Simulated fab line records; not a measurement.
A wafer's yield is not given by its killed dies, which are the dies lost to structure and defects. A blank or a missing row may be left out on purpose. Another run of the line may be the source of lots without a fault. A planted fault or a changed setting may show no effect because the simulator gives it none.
Code-filled problem report in 8D (eight disciplines) form / flow n5Finfet / the parts of the form that need people (team, actions taken, sign-off) are left out

## 1. WHAT WENT WRONG
killedAtFrontEnd at N5_PASSIVATION_PROBE_49 reads a mean of 140 on 6 wafers of 2 lots; wafers without a fault read 38 with a standard deviation of 10. Relative to the usual mean, that is a shift of +10 standard deviations.
First seen on wafer L590.2, day 18 09:50, on prober-02. At this step, 9 wafers from 3 lots have a number in the record. Rule for "out" (also "out of limits"): further than 4 standard deviations from the usual mean. All remaining wafers that have a number are taken as sound.

## 2. WHAT THIS IS AND IS NOT
question=which readings at this step; is=killedAtFrontEnd; is not=killed_at_M0_to_M3, killedAtContacts, killedAtOther, killedOpen, sort_bin_8_speed
question=which lots; is=L587, L590; is not=L583
question=which wafers of those lots; is=all that have a number; is not=-
question=read on which tools; is=prober-02; is not=prober-01
question=when; is=from day 18 09:50; is not=up to then (3 sound wafers)

## 3. THE SUSPECTS, EACH WITH WHAT RULES IT OUT
Counting: a tool stays on the suspect list if, at a process step up to the reading, it processed all lots that are out and no sound lot following the first of them.
- rieDiel-01 at N5_GATE_CUT_ETCH_36 (etches SiARC in CF4, target depth 13 nm, time 21.7 s): kept. It ran every lot that is out, first L587 (day 8 13:34), and no sound lot after that.
- prober-02 at N5_PASSIVATION_PROBE_49: kept. It ran every lot that is out, first L590 (day 18 09:50), and no sound lot after that. Its own readings are out on those wafers: killedAtFrontEnd.
Left after counting: rieDiel-01 at N5_GATE_CUT_ETCH_36, prober-02 at N5_PASSIVATION_PROBE_49.

## 4. THE CAUSE (what the simulator had put in)
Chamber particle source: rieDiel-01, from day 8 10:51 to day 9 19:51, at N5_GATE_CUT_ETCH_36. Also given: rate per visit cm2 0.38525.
Counting left 2 suspects, and this tool is among them.

## 5. THE EFFECT CHAIN, in route order
Each row: a reading where the mean over the struck wafers with a number is more than 3 standard deviations away from the usual. Only readings for which the record gives a usual standard deviation are gone through. hours: the time from each lot's start at the first step in this table that gives one to its start at this step, as a median over the lots. sigmas: the change in usual standard deviations.
hours=0; step=N5_PASSIVATION_PROBE_49; reading=defectLimitedYield; usual=91.2 %; on struck wafers=83.0; change=-8.2; sigmas=-5.8
hours=0; step=N5_PASSIVATION_PROBE_49; reading=killedAtFrontEnd; usual=38; on struck wafers=140; change=+102; sigmas=+10
hours=0; step=N5_PASSIVATION_PROBE_49; reading=killedDies; usual=104; on struck wafers=200; change=+96; sigmas=+5.7
hours=0; step=N5_PASSIVATION_PROBE_49; reading=sort_bin_5_function; usual=5.2 %; on struck wafers=10.7; change=+5.5; sigmas=+5.5
hours=0; step=N5_PASSIVATION_PROBE_49; reading=sortNPass; usual=1069; on struck wafers=910; change=-159; sigmas=-3.1
Its process steps:
- N5_PASSIVATION_PROBE_49

## 6. HOW IT WOULD HAVE BEEN CAUGHT EARLIER
First out-of-limits reading in this record: day 18 09:50, which is 239 hours after fault onset at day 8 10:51.
Tool readings at N5_GATE_CUT_ETCH_36 with a usual standard deviation given in the record: none out on any struck wafer, hence no alarm at a limit of 4 standard deviations on them.
All the lots that are out (2) had begun N5_GATE_CUT_ETCH_36 on rieDiel-01 by day 18 09:50. Tool hold at that time: it would have spared none of them.
